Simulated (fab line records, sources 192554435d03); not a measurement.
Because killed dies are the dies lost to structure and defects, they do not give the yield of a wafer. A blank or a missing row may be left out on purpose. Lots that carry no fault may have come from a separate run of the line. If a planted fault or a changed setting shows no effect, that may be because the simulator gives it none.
Matching of chambers :: flow n5_finfet :: N5_BEOL_M5_ETCH_75 on rie_diel-01 has 4 sister chambers
The step etches underlayer in N2/H2, target depth 6.5 nm, time 5.2 s. 4 wafers are shown with their chamber, then 12 later ones without.

EACH WAFER AND ITS CHAMBER
wafer: L086.1
chamber: 3
showerhead_plenum_p_Torr (Torr): 2.58

wafer: L089.1
chamber: 1
showerhead_plenum_p_Torr (Torr): 2.68

wafer: L089.2
chamber: 2
showerhead_plenum_p_Torr (Torr): 2.50

wafer: L089.5
chamber: 0
showerhead_plenum_p_Torr (Torr): 2.68

WAFERS MISSING THEIR CHAMBER
wafer: L091.2
showerhead_plenum_p_Torr (Torr): 2.68

wafer: L091.4
showerhead_plenum_p_Torr (Torr): 2.50

wafer: L091.5
showerhead_plenum_p_Torr (Torr): 2.57

wafer: L093.1
showerhead_plenum_p_Torr (Torr): 2.50

wafer: L093.3
showerhead_plenum_p_Torr (Torr): 2.68

wafer: L093.6
showerhead_plenum_p_Torr (Torr): 2.57

wafer: L094.2
showerhead_plenum_p_Torr (Torr): 2.68

wafer: L094.3
showerhead_plenum_p_Torr (Torr): 2.49

wafer: L094.5
showerhead_plenum_p_Torr (Torr): 2.57

wafer: L097.1
showerhead_plenum_p_Torr (Torr): 2.49

wafer: L097.2
showerhead_plenum_p_Torr (Torr): 2.68

wafer: L097.3
showerhead_plenum_p_Torr (Torr): 2.57

WHICH CHAMBER EACH WENT THROUGH
wafer: L091.2
from the rows above: can't be placed: 0 or 1
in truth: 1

wafer: L091.4
from the rows above: 2
in truth: 2

wafer: L091.5
from the rows above: 3
in truth: 3

wafer: L093.1
from the rows above: 2
in truth: 2

wafer: L093.3
from the rows above: can't be placed: 0 or 1
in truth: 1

wafer: L093.6
from the rows above: 3
in truth: 3

wafer: L094.2
from the rows above: can't be placed: 0 or 1
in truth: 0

wafer: L094.3
from the rows above: 2
in truth: 2

wafer: L094.5
from the rows above: 3
in truth: 3

wafer: L097.1
from the rows above: 2
in truth: 2

wafer: L097.2
from the rows above: can't be placed: 0 or 1
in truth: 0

wafer: L097.3
from the rows above: 3
in truth: 3
8 of 12 placed correctly. Unplaceable from these rows: 4, with the true chamber sitting among the candidates in 4. 0 placed wrongly.
How it was worked out, from the rows above alone: a wafer's distance from a chamber is the root of the sum, over the readings, of the square of ((its reading less the chamber's mean) divided by the reading's scatter). If the next closest chamber is less than 2 further off than the closest, the wafer can't be placed; otherwise it belongs to the closest. For every chamber, the mean is computed from those of its wafers that are shown. The scatter: with one shown wafer a chamber, the root of the mean of the squares of how far each hidden wafer lies from its nearest shown one.
